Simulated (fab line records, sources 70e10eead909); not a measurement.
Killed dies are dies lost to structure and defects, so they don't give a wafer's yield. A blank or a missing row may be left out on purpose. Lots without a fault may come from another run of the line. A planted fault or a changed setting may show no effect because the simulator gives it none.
Chamber matching | flow nand_harc | NHARC_A_STAIRCASE_DEP_325 on pecvd-04: 3 sister chambers
The step deposits SiO2, target thk 3800 nm. 3 wafers are shown with their chamber, then 7 later ones without.

WAFERS WITH THEIR CHAMBER
wafer  | chamber | heater_power_w (W)
L076.2 | 0       | 660
L083.2 | 2       | 686
L088.4 | 1       | 444

WAFERS WITHOUT THEIR CHAMBER
wafer  | heater_power_w (W)
L088.5 | 530
L089.1 | 574
L089.3 | 765
L089.6 | 430
L095.3 | 753
L095.4 | 672
L095.5 | 419

WHICH CHAMBER EACH WENT THROUGH
wafer  | from the rows above          | in truth
L088.5 | can't be placed: 1 or 0 or 2 | 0
L089.1 | can't be placed: 0 or 2 or 1 | 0
L089.3 | can't be placed: 2 or 0      | 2
L089.6 | 1                            | 1
L095.3 | can't be placed: 2 or 0      | 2
L095.4 | can't be placed: 0 or 2      | 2
L095.5 | 1                            | 1
Placed correctly: 2 of 7. Can't be placed from these rows: 5 (the true chamber is among the candidates in 5). Placed wrongly: 0.
How it was worked out, from the rows above alone: a wafer's distance from a chamber is the root of the sum, over the readings, of the square of ((its reading less the chamber's mean) divided by the reading's scatter). The wafer belongs to the nearest chamber; if the next one is less than 2 further off, it can't be placed. A chamber's mean is the mean of its shown wafers. The scatter: with one shown wafer a chamber, the root of the mean of the squares of how far each hidden wafer lies from its nearest shown one.
